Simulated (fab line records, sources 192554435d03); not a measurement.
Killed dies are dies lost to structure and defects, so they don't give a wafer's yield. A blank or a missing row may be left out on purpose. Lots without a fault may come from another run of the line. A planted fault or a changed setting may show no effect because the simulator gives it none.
fab line records | flow n5_finfet
record lots=9 wafers=25 last_day=17
route steps=1938 shown BEOL_M0_SAQP@654 BEOL_M4@1111 PASSIVATION@1936
lots that met no fault: from a run of the same line without faults
start_h: hours from the record's first day to the start of the lot's first wafer shown | wait_h: hours since the lot's step before | " the same as in the row above | L1.1+2: a row that stands for several wafers | - no value, or no start given | * or withheld: withheld | < > ~ a bound
route shown NAME@n: a module of which the file shows steps, and the number in the route of the first | usual: mean/standard deviation of fault-free wafers | same: alike in all rows | chamber/n: place in a boat | sites: the reading at each site | _std_site: their standard deviation | _edge_site: outer sites' mean less inner sites' | radius_mm: how far each site lies from the wafer's centre | mask NAME#n: copy n | behind: the tool/chamber that last shaped the wafer | hold: why the lot was held/for how many hours/how that ended | device: the transistor (n, p or np) that didn't switch | end of line: the same wafers' tests at the end of the route | a step without rows: its recipe alone | killed: dies lost to structure and defects at the first sort, not the wafer's yield | map: a wafer's dies, x killed, . not, _ none there
set.NAME: the setting as run; set.NAME@STEP: as run at that earlier step | model.NAME: the simulator's own value behind a step, which no gauge read
steps of the route over a sample of lots; a table a step, a row a wafer
services: from which hour (start_h, from the record's first day; less than 0 if before it) a tool's chamber was out of use, for how many hours, and why
## steps
# step N5_BEOL_M0_SAQP_ETCH_84
# recipe chemistry=N2/H2 target=SOC target_depth_a=1000 overetch_a=200 mask_material=SiARC temp_c=40 time_s=150 ion_energy_ev=200 pressure_mtorr=30 source_w=840 bias_w=150 n2_flow_sccm=200 h2_flow_sccm=200
# usual drypump_motor_current_A=5.5/0.42 h2_flow_sccm=200.0/0.6 n2_flow_sccm=200.1/0.55 oes_product_au=0.72/0.061 rf_vpp_V=524.2/2.9 showerhead_plenum_p_Torr=2.55/0.11 throttle_valve_pct=17.73/0.21
# columns lot.wafer tool chamber start_h wait_h drypump_motor_current_A h2_flow_sccm n2_flow_sccm oes_product_au rf_hours_counter_h rf_vpp_V showerhead_plenum_p_Torr throttle_valve_pct
L648.1 rie_diel-02 3 124.01 0.0 5.5 200.7 200.0 0.68 134 528.4 2.67 18.01
L648.2 " 1 " " 6.0 200.4 199.2 0.70 128 521.1 2.43 17.41
L648.4 " 2 " " 5.9 201.1 200.2 0.67 183 522.0 2.52 17.88
L649.1 rie_diel-05 1 128.09 0.0 5.8 199.5 200.5 0.82 23 525.5 2.62 18.02
L649.2 " 0 " " 6.1 200.0 201.3 0.76 53 524.4 2.59 17.69
L649.5 " 1 " " 5.9 200.0 199.9 0.82 - 526.7 2.62 18.03
L652.1 rie_diel-02 3 145.63 0.0 5.5 200.9 199.3 0.68 138 527.0 2.67 18.01
L652.2 " 1 " " 6.0 199.8 199.2 0.70 135 520.5 2.43 17.44
L652.4 " 0 " " 5.1 200.9 199.8 0.67 160 522.8 2.52 17.64
L653.2 rie_diel-05 2 149.11 0.0 5.1 199.8 200.1 0.76 59 526.4 2.70 17.70
L653.3 " 3 " " 5.2 199.8 200.1 0.78 36 525.4 2.61 17.89
L653.6 " 1 " " 5.8 200.8 200.3 0.81 - 526.6 2.62 18.04
L654.2 rie_diel-06 0 156.80 0.0 5.7 201.4 198.9 0.85 8 524.9 2.60 17.49
L654.6 " 3 " " 5.9 199.8 200.6 0.71 - 518.2 2.33 17.41
L655.2 rie_diel-02 2 161.14 0.0 5.9 200.4 200.3 0.66 196 523.1 2.51 17.91
L655.5 " 3 " " 5.5 200.0 199.5 0.67 - 527.4 2.67 18.03
L665.1 rie_diel-06 2 221.78 0.0 5.4 201.1 199.6 0.71 103 526.6 2.67 17.71
L665.5 " 1 " " 4.7 200.2 199.8 0.61 - 522.5 2.49 17.80
L665.6 " 0 " " 5.7 200.7 199.9 0.82 - 525.1 2.60 17.54
L669.2 rie_diel-05 1 248.41 0.0 5.9 199.7 200.6 0.76 60 525.3 2.60 18.11
L669.3 " 2 " " 5.1 199.5 201.0 0.73 87 526.7 2.69 17.75
L669.4 " 0 " " 6.0 201.4 200.0 0.73 89 524.1 2.58 17.74
L668.2 rie_diel-05 1 249.00 0.0 5.8 199.8 200.7 0.77 60 525.1 2.60 18.09
L668.4 " 3 " " 5.1 200.3 199.9 0.74 66 524.8 2.60 17.94
L668.6 " 3 " " 5.2 199.9 199.9 0.75 - 524.9 2.60 17.94
# step N5_BEOL_M0_SAQP_MANDREL_ETCH_20
# recipe target_depth_a=600 chemistry=HBr/Cl2 target=a-Si stop_on=SiNx bt_time_s=10 mask_material=SOC over_etch_frac=0.5 time_s=30 pressure_mtorr=10 icp_w=800 bias_w=75 HBr_flow_sccm=150 Cl2_flow_sccm=80 ends=end_point
# usual drypump_motor_current_A=5.7/0.56 oes_product_au=0.769/0.012 throttle_valve_pct=35.5/0.55
# columns lot.wafer tool chamber start_h wait_h drypump_motor_current_A oes_product_au rf_hours_counter_h throttle_valve_pct
L648.1 rie_si-06 2 124.20 0.0 6.1 0.760 74 36.2
L648.2 " 3 " " 5.3 0.753 65 36.2
L648.4 " 1 " " 5.9 0.782 121 35.3
L649.1 rie_si-06 1 128.28 0.0 5.9 0.768 121 35.3
L649.2 " 0 " " 4.8 0.752 19 36.3
L649.5 " 1 " " 5.9 0.784 - 35.3
L652.1 rie_si-03 3 145.82 0.0 5.0 0.774 57 34.9
L652.2 " 2 " " 6.5 0.742 106 34.8
L652.4 " 0 " " 5.9 0.781 51 34.7
L653.2 rie_si-04 3 149.30 0.0 4.9 0.781 6 35.9
L653.3 " 1 " " 6.1 0.775 182 35.6
L653.6 " 0 " " 6.4 0.773 - 34.9
L654.2 rie_si-04 1 156.99 0.0 6.0 0.785 182 35.6
L654.6 " 0 " " 6.4 0.762 - 34.9
L655.2 rie_si-06 2 161.34 0.0 6.0 0.762 74 36.2
L655.5 " 2 " " 6.0 0.762 - 36.2
L665.1 rie_si-03 2 221.97 0.0 6.5 0.742 107 34.8
L665.5 " 3 " " 5.0 0.775 - 35.0
L665.6 " 2 " " 6.5 0.747 - 34.8
L669.2 rie_si-04 1 248.60 0.0 6.1 0.781 184 35.6
L669.3 " 2 " " 5.9 0.778 6 35.6
L669.4 " 0 " " 6.4 0.769 147 34.9
L668.2 rie_si-03 2 249.19 0.0 6.5 0.746 108 34.8
L668.4 " 0 " " 5.9 0.776 53 34.8
L668.6 " 3 " " 5.0 0.781 - 34.9
# step N5_BEOL_M0_SAQP_ETCH_101
# recipe chemistry=CH3F/O2 target=SiNx mask_material=SiO2 target_depth_a=299 time_s=42.7 pressure_mtorr=30 source_w=395 bias_w=73 Ar_flow_sccm=150 CH3F_flow_sccm=30 O2_flow_sccm=20 ion_energy_ev=120
# usual drypump_motor_current_A=5.5/0.43 oes_ar_750_au=0.80/0.074 oes_product_au=0.79/0.078 rf_vpp_V=291/9.2 showerhead_plenum_p_Torr=2.01/0.074 throttle_valve_pct=16.28/0.16
# columns lot.wafer tool chamber start_h wait_h drypump_motor_current_A oes_ar_750_au oes_product_au rf_hours_counter_h rf_vpp_V showerhead_plenum_p_Torr throttle_valve_pct
L648.1 rie_diel-06 1 125.53 0.0 4.7 0.70 0.69 216 280 1.97 16.43
L648.2 " 2 " " 5.4 0.85 0.85 73 289 2.11 16.17
L648.4 " 2 " " 5.4 0.85 0.84 - 291 2.11 16.18
L649.1 rie_diel-06 1 129.88 0.2 4.7 0.70 0.69 218 280 1.97 16.44
L649.2 " 2 " " 5.4 0.85 0.85 75 291 2.11 16.17
L649.5 " 2 " " 5.4 0.85 0.85 - 292 2.11 16.18
L652.1 rie_diel-06 0 147.40 0.3 5.7 0.97 0.98 5 301 2.04 16.05
L652.2 " 1 " " 4.7 0.70 0.69 223 281 1.97 16.45
L652.4 " 3 " " 5.9 0.81 0.80 130 283 1.85 16.06
L653.2 rie_diel-06 2 151.49 0.4 5.4 0.85 0.84 83 290 2.11 16.20
L653.3 " 1 " " 4.7 0.70 0.67 226 279 1.97 16.47
L653.6 " 0 " " 5.7 0.96 1.33 - 301 2.04 16.07
L654.2 rie_diel-06 2 158.32 0.0 5.4 0.84 0.83 84 291 2.11 16.20
L654.6 " 3 " " 5.9 0.81 1.10 - 282 1.85 16.11
L655.2 rie_diel-06 2 164.00 0.0 5.4 0.84 0.84 86 290 2.10 16.21
L655.5 " 0 " " 5.7 0.95 1.32 - 302 2.04 16.08
L665.1 rie_diel-02 2 223.46 0.0 5.9 0.72 0.71 214 286 1.97 16.49
L665.5 " 0 " " 5.0 0.73 0.73 - 306 2.00 16.44
L665.6 " 1 " " 6.0 0.78 0.76 - 281 1.92 16.16
L669.2 rie_diel-05 0 249.94 0.0 6.0 0.82 0.81 90 299 2.01 16.25
L669.3 " 2 " " 5.1 0.80 0.82 87 304 2.09 16.15
L669.4 " 1 " " 5.8 0.87 0.85 60 289 2.05 16.45
L668.2 rie_diel-02 2 250.52 0.0 5.9 0.71 0.70 221 284 1.97 16.51
L668.4 " 0 " " 5.0 0.73 0.72 191 306 2.00 16.45
L668.6 " 3 " " 5.5 0.73 0.72 - 288 2.07 16.39
# step N5_BEOL_M0_SAQP_ETCH_102
# recipe chemistry=CF4 target=SiO2 target_depth_a=40 ion_energy_ev=350 time_s=4.4 pressure_mtorr=10 icp_w=800 bias_w=400 cf4_flow_sccm=80
# usual cf4_flow_sccm=80.01/0.26 drypump_motor_current_A=5.7/0.55 oes_product_au=0.991/0.026 throttle_valve_pct=21.7/0.32
# columns lot.wafer tool chamber start_h wait_h cf4_flow_sccm drypump_motor_current_A oes_product_au rf_hours_counter_h throttle_valve_pct
L648.1 rie_si-06 2 125.63 0.1 80.02 6.1 1.008 74 22.1
L648.2 " 3 " " 80.41 5.4 0.997 65 22.1
L648.4 " 0 " " 79.92 4.8 0.962 19 22.1
L649.1 rie_si-04 2 129.98 0.1 79.66 5.9 0.999 4 21.8
L649.2 " 1 " " 80.35 6.1 1.023 182 22.0
L649.5 " 1 " " 80.11 6.1 1.024 - 22.0
L652.1 rie_si-06 3 147.50 0.1 79.72 5.3 0.989 65 22.1
L652.2 " 0 " " 79.96 4.8 0.939 19 22.1
L652.4 " 2 " " 79.88 6.1 1.000 74 22.1
L653.2 rie_si-06 3 151.60 0.1 80.01 5.3 0.983 65 22.1
L653.3 " 2 " " 80.20 6.0 1.002 74 22.1
L653.6 " 3 " " 79.86 5.4 0.984 - 22.1
L654.2 rie_si-03 2 158.42 0.1 80.19 6.5 0.975 106 21.5
L654.6 " 1 " " 79.72 5.6 0.946 - 21.7
L655.2 rie_si-03 1 164.11 0.1 79.85 5.6 0.950 9 21.7
L655.5 " 3 " " 80.50 5.0 0.981 - 21.3
L665.1 rie_si-03 3 223.57 0.1 80.03 5.0 0.983 58 21.3
L665.5 " 0 " " 80.38 6.0 1.023 - 21.2
L665.6 " 3 " " 80.44 5.0 0.979 - 21.3
L669.2 rie_si-04 0 250.05 0.1 80.02 6.4 1.012 147 21.6
L669.3 " 1 " " 80.09 6.1 1.028 184 22.0
L669.4 " 3 " " 79.73 4.9 1.011 8 22.1
L668.2 rie_si-06 0 250.63 0.1 80.25 4.8 0.942 21 22.2
L668.4 " 3 " " 79.36 5.3 0.990 67 22.1
L668.6 " 2 " " 80.28 6.0 1.011 - 22.1
# step N5_BEOL_M4_RC_MEAS_101
# usual DIBL_N=36.7/2.4 DIBL_P=37.4/2.9 IOFF_N=0.18/0.05 IOFF_P=0.23/0.058 ION_N=683/16 ION_P=467/11 SS_N=71.7/0.77 SS_P=73.5/0.87 VT_N=249/4.3 VT_P=-250/4.4
# columns lot.wafer tool chamber start_h wait_h DIBL_N[mV/V] DIBL_P[mV/V] IOFF_N[nA/um] IOFF_P[nA/um] ION_N[uA/um] ION_P[uA/um] SS_N[mV/dec] SS_P[mV/dec] VT_N[mV] VT_P[mV]
L648.1 prober-01 0 173.25 0.0 40.3 40.8 0.21 0.26 705 477 72.5 74.6 248 -248
L648.2 " 0 " " 39.0 38.0 0.17 0.21 685 461 72.2 73.5 250 -254
L648.4 " 0 " " 38.0 38.5 0.17 0.23 665 456 71.6 73.4 250 -252
L649.1 prober-02 0 181.21 0.0 44.2 45.7 0.35 0.40 696 473 73.9 76.2 242 -242
L649.2 " 0 " " 35.3 36.6 0.15 0.23 685 471 71.3 73.1 251 -250
L649.5 " 0 " " 38.9 40.1 0.20 0.28 669 463 72.6 73.9 247 -247
L652.1 prober-01 0 201.04 0.0 36.1 36.6 0.17 0.26 687 481 71.3 73.1 246 -246
L652.2 " 0 " " 37.2 36.7 0.17 0.24 664 454 72.0 73.6 249 -246
L652.4 " 0 " " 36.5 36.5 0.17 0.24 688 474 71.9 73.3 249 -248
L653.2 prober-02 0 202.94 0.2 32.5 34.2 0.14 0.19 686 485 69.9 72.6 249 -249
L653.3 " 0 " " 34.6 35.3 0.14 0.19 671 463 71.3 73.1 252 -250
L653.6 " 0 " " 34.8 36.9 0.16 0.23 694 486 70.7 73.0 247 -247
L654.2 prober-01 0 209.31 0.2 35.8 35.5 0.16 0.25 682 475 71.4 73.0 250 -248
L654.6 " 0 " " 39.2 39.8 0.24 0.35 699 477 71.8 74.4 244 -241
L655.2 prober-01 0 216.25 0.2 38.5 38.8 0.21 0.29 703 484 72.1 73.7 245 -246
L655.5 " 0 " " 37.4 36.5 0.18 0.26 680 470 72.1 73.5 245 -246
L665.1 prober-01 0 278.14 0.0 40.3 42.7 0.30 0.37 702 484 73.1 74.9 240 -243
L665.5 " 0 " " 40.3 41.8 0.27 0.34 679 466 73.4 76.0 245 -246
L665.6 " 0 " " 35.6 37.4 0.19 0.24 703 483 71.7 72.8 245 -247
L669.2 prober-02 0 300.90 0.2 36.6 38.0 0.18 0.20 698 473 71.7 73.0 247 -252
L669.3 " 0 " " 37.9 38.7 0.18 0.21 673 456 71.9 73.6 249 -252
L669.4 " 0 " " 37.5 39.5 0.22 0.24 697 466 72.2 73.6 243 -249
L668.2 prober-02 0 304.06 0.2 37.8 37.7 0.18 0.20 684 457 71.9 74.1 248 -254
L668.4 " 0 " " 34.3 34.0 0.11 0.15 670 468 71.0 72.7 254 -258
L668.6 " 0 " " 33.2 33.0 0.10 0.14 668 462 70.1 72.2 257 -260
# step N5_PASSIVATION_PROBE_49
# usual defect_limited_yield=91.4/1.6 killed_at_M0_to_M3=31/11 killed_at_M4_up=14/5.7 killed_at_contacts=12/6 killed_at_front_end=41/13 killed_at_other=3.3/2.8 killed_dies=101/19 killed_open=67/14 killed_short=33/8.2 sort_bin_4_leakage=0.0/0.37 sort_bin_5_function=5.0/1.1 sort_bin_6_memory=3.3/0.74 sort_n_pass=1078/20 sort_yield_pct=91.3/1.7
# same gross_dies=1180 killed_at_back_side=0 sort_bin_8_speed[%]=0
# columns lot.wafer tool chamber start_h wait_h defect_limited_yield[%] killed_at_M0_to_M3 killed_at_M4_up killed_at_contacts killed_at_front_end killed_at_other killed_dies killed_open killed_short sort_bin_4_leakage[%] sort_bin_5_function[%] sort_bin_6_memory[%] sort_n_pass sort_yield_pct[%]
L655.2 prober-01 - 311.09 0.1 93.6 18 15 15 25 2 75 53 22 0 4.2 2.1 1105 93.6
# killed by level:class
L655.2 MOL_CONTACT_COAG:geometric_particle:open=11 FIN_SAQP:geometric_particle:open=8 STI_FIN_REVEAL:geometric_particle:open=7 BEOL_M4:geometric_particle:open=7 BEOL_M0_SAQP:geometric_particle:short=6 BEOL_M0_SAQP:geometric_particle:open=5 MOL_CONTACT_COAG:geometric_particle:short=4 BEOL_M0:geometric_particle:open=3
## services
# columns tool chamber start_h hours kind
rie_si-03 1 103.80 9.2 repair
rie_diel-06 0 110.30 - clean
rie_diel-06 0 110.30 - consumable_replace:focus_ring
rie_diel-06 0 110.30 20.4 scheduled_down
rie_diel-06 0 110.30 20.4 vent_cycle
rie_diel-02 3 135.96 8.7 repair
rie_si-04 - 153.35 1.2 repair
rie_si-03 0 155.76 9.3 repair
rie_si-06 3 158.52 4.5 repair
rie_diel-05 2 208.68 3.8 repair
rie_diel-05 0 221.63 2.8 repair
rie_diel-06 1 237.52 - clean
rie_diel-06 1 237.52 - consumable_replace:focus_ring
rie_diel-06 1 237.52 21.4 scheduled_down
rie_diel-06 1 237.52 21.4 vent_cycle
## key
first_sign step=N5_BEOL_M0_SAQP_ETCH_101 reading=oes_product_au direction=up sigmas=6 usual=0.79 struck=1.25
effect none on later readings
met_at N5_BEOL_M0_SAQP_ETCH_101
struck_lots L653,L654,L655
struck_wafers L653.6,L654.6,L655.5
not_acting_at N5_BEOL_M0_SAQP_ETCH_84,N5_BEOL_M0_SAQP_MANDREL_ETCH_20,N5_BEOL_M0_SAQP_ETCH_102
onset_between 147.40 151.49
fault kind=process_parameter_drift tool=rie_diel-06 chamber=- onset_h=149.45 steps=N5_BEOL_M0_SAQP_ETCH_101 channel=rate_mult offset=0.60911 shape=step end_h=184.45 scope=struck_wafers_only
